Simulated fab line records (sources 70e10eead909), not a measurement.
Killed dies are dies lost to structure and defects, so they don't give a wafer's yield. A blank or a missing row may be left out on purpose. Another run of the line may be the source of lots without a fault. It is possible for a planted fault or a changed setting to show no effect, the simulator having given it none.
Which tool did it? :: flow nand_harc :: 36 wafers from 12 lots sampled at 5 of the route's 1302 steps

== WHAT EACH GAUGE READ, for each wafer ==
NHARC_P_STI_CD_MEAS_16. Usual: cd_nm at 199.7 nm, with a standard deviation of 1.9.
lot: L849
measured: day 3 04:43
on: cd_sem-02
cd_nm (nm): 197.9 200.4 197.7
flag: 

lot: L850
measured: day 3 16:23
on: cd_sem-02
cd_nm (nm): 199.8 200.0 201.6
flag: 

lot: L851
measured: day 4 02:54
on: cd_sem-01
cd_nm (nm): 200.0 200.3 198.8
flag: 

lot: L852
measured: day 4 12:59
on: cd_sem-01
cd_nm (nm): 204.5 200.4 200.4
flag: 

lot: L854
measured: day 5 09:17
on: cd_sem-02
cd_nm (nm): 199.3 201.6 198.7
flag: 

lot: L856
measured: day 6 05:13
on: cd_sem-01
cd_nm (nm): 198.0 196.7 198.8
flag: 

lot: L857
measured: day 6 12:59
on: cd_sem-03
cd_nm (nm): 200.0 201.0 198.9
flag: 

lot: L859
measured: day 7 09:43
on: cd_sem-02
cd_nm (nm): 200.7 201.0 199.7
flag: 

lot: L860
measured: day 7 19:44
on: cd_sem-02
cd_nm (nm): 199.1 199.6 199.9
flag: 

lot: L861
measured: day 8 06:20
on: cd_sem-03
cd_nm (nm): 197.7 199.3 202.4
flag: 

lot: L864
measured: day 9 13:28
on: cd_sem-02
cd_nm (nm): 201.9 204.1 204.0
flag: 

lot: L865
measured: day 9 21:11
on: cd_sem-02
cd_nm (nm): 198.1 201.3 197.7
flag: 

NHARC_END_SORT_01. Usual: killed_at_array 51, standard deviation 17; killed_at_other 1.6, standard deviation 2.1; killed_at_periphery 4, standard deviation 3.2; killed_dies 57, standard deviation 18; killed_open 2.9, standard deviation 1.7; killed_short 2.3, standard deviation 1.3.
lot: L857
measured: day 29 03:49
on: prober-02
killed_at_array: 65 55 62
killed_at_other: 2 0 4
killed_at_periphery: 14 13 12
killed_dies: 81 68 78
killed_open: 6 2 4
killed_short: 4 3 2
flag: 

lot: L859
measured: day 29 07:03
on: prober-01
killed_at_array: 63
killed_at_other: 0
killed_at_periphery: 2
killed_dies: 65
killed_open: 2
killed_short: 2
flag: 

== WHICH TOOL RAN EACH LOT (tool, then ch and the chambers of the sampled wafers, then the start) ==
lot: L849
NHARC_P_STI_ETCH_15: rie_si-04 ch 0,1,2, day 3 04:34
NHARC_P_GATE_DEP_103: pecvd-03 ch 0,2, day 5 04:21
NHARC_P_GATE_STRIP_108: rie_diel-06 ch 0,2,3, day 5 05:48

lot: L850
NHARC_P_STI_ETCH_15: rie_si-05 ch 1,2,3, day 3 16:14
NHARC_P_GATE_DEP_103: pecvd-03 ch 0,1,2, day 6 06:09
NHARC_P_GATE_STRIP_108: rie_diel-02 ch 1,3, day 6 07:41

lot: L851
NHARC_P_STI_ETCH_15: rie_si-05 ch 0,2,3, day 4 02:44
NHARC_P_GATE_DEP_103: pecvd-03 ch 0,2, day 6 05:32
NHARC_P_GATE_STRIP_108: rie_diel-02 ch 0,1,2, day 6 06:59

lot: L852
NHARC_P_STI_ETCH_15: rie_si-04 ch 0,3, day 4 12:49
NHARC_P_GATE_DEP_103: pecvd-03 ch 0,1, day 6 19:16
NHARC_P_GATE_STRIP_108: rie_diel-05 ch 0,1, day 6 20:49

lot: L854
NHARC_P_STI_ETCH_15: rie_si-03 ch 0,3, day 5 09:08
NHARC_P_GATE_DEP_103: pecvd-03 ch 0,1,2, day 7 09:35
NHARC_P_GATE_STRIP_108: rie_diel-02 ch 1,2,3, day 7 11:05

lot: L856
NHARC_P_STI_ETCH_15: rie_si-03 ch 1,2,3, day 6 05:05
NHARC_P_GATE_DEP_103: pecvd-04 ch 0,1,2, day 8 03:50
NHARC_P_GATE_STRIP_108: rie_diel-05 ch 0,2, day 8 05:18

lot: L857
NHARC_P_STI_ETCH_15: rie_si-03 ch 0,2,3, day 6 12:51
NHARC_P_GATE_DEP_103: pecvd-04 ch 0,1,2, day 8 16:53
NHARC_P_GATE_STRIP_108: rie_diel-05 ch 1,3, day 8 18:22

lot: L859
NHARC_P_STI_ETCH_15: rie_si-03 ch 1,2, day 7 09:34
NHARC_P_GATE_DEP_103: pecvd-01 ch 0,1,2, day 9 12:17
NHARC_P_GATE_STRIP_108: rie_diel-05 ch 0,1,3, day 9 13:40

lot: L860
NHARC_P_STI_ETCH_15: rie_si-03 ch 0,2,3, day 7 19:34
NHARC_P_GATE_DEP_103: pecvd-04 ch 1,2, day 10 00:35
NHARC_P_GATE_STRIP_108: rie_diel-05 ch 1,2,3, day 10 02:05

lot: L861
NHARC_P_STI_ETCH_15: rie_si-04 ch 1,2,3, day 8 06:13
NHARC_P_GATE_DEP_103: pecvd-03 ch 0,1, day 10 11:07
NHARC_P_GATE_STRIP_108: rie_diel-02 ch 0,3, day 10 12:40

lot: L864
NHARC_P_STI_ETCH_15: rie_si-03 ch 0,2,3, day 9 13:17
NHARC_P_GATE_DEP_103: pecvd-04 ch 1,2, day 12 01:51
NHARC_P_GATE_STRIP_108: rie_diel-02 ch 0,1,2, day 12 03:40

lot: L865
NHARC_P_STI_ETCH_15: rie_si-03 ch 0,1,2, day 9 21:03
NHARC_P_GATE_DEP_103: pecvd-04 ch 0,1,2, day 12 04:11
NHARC_P_GATE_STRIP_108: rie_diel-06 ch 1,2, day 12 05:57
- NHARC_P_STI_ETCH_15: etches the open film in HBr/Cl2, target depth 300 nm, time 100.1 s.
- NHARC_P_GATE_DEP_103: deposits SiON, target thk 30 nm.
- NHARC_P_GATE_STRIP_108: strips in O2.

== WHAT THE TOOLS THEMSELVES READ (means of the sampled wafers that have a number; where no wafer has one, the mark that the record gives instead) ==
NHARC_P_STI_ETCH_15. Usual: drypump_motor_current_A 5.5 A, standard deviation 0.43; oes_product_au 1.002 a.u., standard deviation 0.0069; rf_fwd_power_W 396.9 W, standard deviation 1.5; throttle_valve_pct 26.407 %, standard deviation 0.0093.
lot: L849
tool: rie_si-04
drypump_motor_current_A (A): 5.3
oes_product_au (a.u.): 1.000
rf_fwd_power_W (W): 396.1
throttle_valve_pct (%): 26.405
flag: 

lot: L850
tool: rie_si-05
drypump_motor_current_A (A): 5.6
oes_product_au (a.u.): 1.007
rf_fwd_power_W (W): 395.3
throttle_valve_pct (%): 26.417
flag: 

lot: L851
tool: rie_si-05
drypump_motor_current_A (A): 5.8
oes_product_au (a.u.): 1.011
rf_fwd_power_W (W): 396.7
throttle_valve_pct (%): 26.406
flag: 

lot: L852
tool: rie_si-04
drypump_motor_current_A (A): 5.5
oes_product_au (a.u.): 1.003
rf_fwd_power_W (W): 395.4
throttle_valve_pct (%): 26.410
flag: 

lot: L854
tool: rie_si-03
drypump_motor_current_A (A): 5.8
oes_product_au (a.u.): 1.002
rf_fwd_power_W (W): 397.8
throttle_valve_pct (%): 26.412
flag: 

lot: L856
tool: rie_si-03
drypump_motor_current_A (A): 5.2
oes_product_au (a.u.): 1.008
rf_fwd_power_W (W): 397.1
throttle_valve_pct (%): 26.407
flag: 

lot: L857
tool: rie_si-03
drypump_motor_current_A (A): 5.4
oes_product_au (a.u.): 1.014
rf_fwd_power_W (W): 396.9
throttle_valve_pct (%): 26.413
flag: 

lot: L859
tool: rie_si-03
drypump_motor_current_A (A): 5.1
oes_product_au (a.u.): 0.995
rf_fwd_power_W (W): 396.7
throttle_valve_pct (%): 26.414
flag: 

lot: L860
tool: rie_si-03
drypump_motor_current_A (A): 5.4
oes_product_au (a.u.): 1.001
rf_fwd_power_W (W): 397.2
throttle_valve_pct (%): 26.413
flag: 

lot: L861
tool: rie_si-04
drypump_motor_current_A (A): 5.4
oes_product_au (a.u.): 1.002
rf_fwd_power_W (W): 396.6
throttle_valve_pct (%): 26.402
flag: 

lot: L864
tool: rie_si-03
drypump_motor_current_A (A): 5.4
oes_product_au (a.u.): 1.010
rf_fwd_power_W (W): 397.6
throttle_valve_pct (%): 26.416
flag: 

lot: L865
tool: rie_si-03
drypump_motor_current_A (A): 5.4
oes_product_au (a.u.): 0.998
rf_fwd_power_W (W): 397.1
throttle_valve_pct (%): 26.402
flag: 

NHARC_P_GATE_DEP_103. Usual: heater_power_w 732 W, standard deviation 120; rf_fwd_power_W 348.6 W, standard deviation 1.1; susceptor_temp_C 399.99 C, standard deviation 0.22.
lot: L849
tool: pecvd-03
heater_power_w (W): 852
rf_fwd_power_W (W): 349.8
susceptor_temp_C (C): 399.93
flag: 

lot: L850
tool: pecvd-03
heater_power_w (W): 803
rf_fwd_power_W (W): 347.6
susceptor_temp_C (C): 399.89
flag: 

lot: L851
tool: pecvd-03
heater_power_w (W): 949
rf_fwd_power_W (W): 348.5
susceptor_temp_C (C): 400.05
flag: 

lot: L852
tool: pecvd-03
heater_power_w (W): 745
rf_fwd_power_W (W): 349.2
susceptor_temp_C (C): 399.95
flag: 

lot: L854
tool: pecvd-03
heater_power_w (W): 783
rf_fwd_power_W (W): 349.7
susceptor_temp_C (C): 399.80
flag: 

lot: L856
tool: pecvd-04
heater_power_w (W): 667
rf_fwd_power_W (W): 349.1
susceptor_temp_C (C): 400.23
flag: 

lot: L857
tool: pecvd-04
heater_power_w (W): 666
rf_fwd_power_W (W): 348.5
susceptor_temp_C (C): 400.08
flag: 

lot: L859
tool: pecvd-01
heater_power_w (W): 834
rf_fwd_power_W (W): 348.5
susceptor_temp_C (C): 399.95
flag: 

lot: L860
tool: pecvd-04
heater_power_w (W): 693
rf_fwd_power_W (W): 348.2
susceptor_temp_C (C): 399.99
flag: 

lot: L861
tool: pecvd-03
heater_power_w (W): 754
rf_fwd_power_W (W): 349.2
susceptor_temp_C (C): 400.07
flag: 

lot: L864
tool: pecvd-04
heater_power_w (W): 716
rf_fwd_power_W (W): 347.9
susceptor_temp_C (C): 399.88
flag: 

lot: L865
tool: pecvd-04
heater_power_w (W): 682
rf_fwd_power_W (W): 348.4
susceptor_temp_C (C): 400.01
flag: 

NHARC_P_GATE_STRIP_108. Usual: drypump_motor_current_A 5.9 A, standard deviation 0.51; o2_flow_sccm 500.0 sccm, standard deviation 1.4; oes_product_au 1.002 a.u., standard deviation 0.0078; rf_vpp_V 57.7 V, standard deviation 0.94; showerhead_plenum_p_Torr 3.54 Torr, standard deviation 0.13; throttle_valve_pct 17.036 %, standard deviation 0.0096.
lot: L849
tool: rie_diel-06
drypump_motor_current_A (A): 6.3
o2_flow_sccm (sccm): 498.9
oes_product_au (a.u.): 0.999
rf_vpp_V (V): 57.0
showerhead_plenum_p_Torr (Torr): 3.45
throttle_valve_pct (%): 17.035
flag: 

lot: L850
tool: rie_diel-02
drypump_motor_current_A (A): 5.6
o2_flow_sccm (sccm): 500.4
oes_product_au (a.u.): 0.996
rf_vpp_V (V): 57.1
showerhead_plenum_p_Torr (Torr): 3.52
throttle_valve_pct (%): 17.039
flag: 

lot: L851
tool: rie_diel-02
drypump_motor_current_A (A): 5.9
o2_flow_sccm (sccm): 501.1
oes_product_au (a.u.): 1.000
rf_vpp_V (V): 58.3
showerhead_plenum_p_Torr (Torr): 3.57
throttle_valve_pct (%): 17.030
flag: 

lot: L852
tool: rie_diel-05
drypump_motor_current_A (A): 5.4
o2_flow_sccm (sccm): 499.4
oes_product_au (a.u.): 1.006
rf_vpp_V (V): 57.0
showerhead_plenum_p_Torr (Torr): 3.42
throttle_valve_pct (%): 17.033
flag: 

lot: L854
tool: rie_diel-02
drypump_motor_current_A (A): 6.0
o2_flow_sccm (sccm): 500.4
oes_product_au (a.u.): 1.001
rf_vpp_V (V): 58.0
showerhead_plenum_p_Torr (Torr): 3.57
throttle_valve_pct (%): 17.033
flag: 

lot: L856
tool: rie_diel-05
drypump_motor_current_A (A): 5.1
o2_flow_sccm (sccm): 500.8
oes_product_au (a.u.): 1.011
rf_vpp_V (V): 57.9
showerhead_plenum_p_Torr (Torr): 3.48
throttle_valve_pct (%): 17.040
flag: 

lot: L857
tool: rie_diel-05
drypump_motor_current_A (A): 6.0
o2_flow_sccm (sccm): 500.0
oes_product_au (a.u.): 1.002
rf_vpp_V (V): 57.3
showerhead_plenum_p_Torr (Torr): 3.44
throttle_valve_pct (%): 17.034
flag: 

lot: L859
tool: rie_diel-05
drypump_motor_current_A (A): 5.7
o2_flow_sccm (sccm): 500.1
oes_product_au (a.u.): 1.003
rf_vpp_V (V): 57.5
showerhead_plenum_p_Torr (Torr): 3.43
throttle_valve_pct (%): 17.030
flag: 

lot: L860
tool: rie_diel-05
drypump_motor_current_A (A): 6.0
o2_flow_sccm (sccm): 499.8
oes_product_au (a.u.): 1.000
rf_vpp_V (V): 57.1
showerhead_plenum_p_Torr (Torr): 3.50
throttle_valve_pct (%): 17.030
flag: 

lot: L861
tool: rie_diel-02
drypump_motor_current_A (A): 5.7
o2_flow_sccm (sccm): 501.0
oes_product_au (a.u.): 0.999
rf_vpp_V (V): 57.8
showerhead_plenum_p_Torr (Torr): 3.72
throttle_valve_pct (%): 17.025
flag: 

lot: L864
tool: rie_diel-02
drypump_motor_current_A (A): 5.9
o2_flow_sccm (sccm): 500.6
oes_product_au (a.u.): 0.998
rf_vpp_V (V): 58.4
showerhead_plenum_p_Torr (Torr): 3.57
throttle_valve_pct (%): 17.046
flag: 

lot: L865
tool: rie_diel-06
drypump_motor_current_A (A): 6.1
o2_flow_sccm (sccm): 498.9
oes_product_au (a.u.): 0.999
rf_vpp_V (V): 57.7
showerhead_plenum_p_Torr (Torr): 3.50
throttle_valve_pct (%): 17.027
flag: 

== THE ANSWER, worked out from the rows above alone ==
Rule: a lot is off if the mean of its wafers that have a number lies more than 3 standard deviations from the usual mean. A lot without any number at a reading at which 4 lots or more have one is off too. Any other lot the step has rows for is counted as sound. The gauges are gone through in route order, then the tools' own readings, and for those a lot's mean is taken as printed above. The first step at which some lot is off is used, and at that step the reading that is off furthest; a lot without a number counts as furthest.
Across all readings shown, no lot is off: no conclusion can be drawn from this.

== WHAT WAS PUT IN BY THE SIMULATOR ==
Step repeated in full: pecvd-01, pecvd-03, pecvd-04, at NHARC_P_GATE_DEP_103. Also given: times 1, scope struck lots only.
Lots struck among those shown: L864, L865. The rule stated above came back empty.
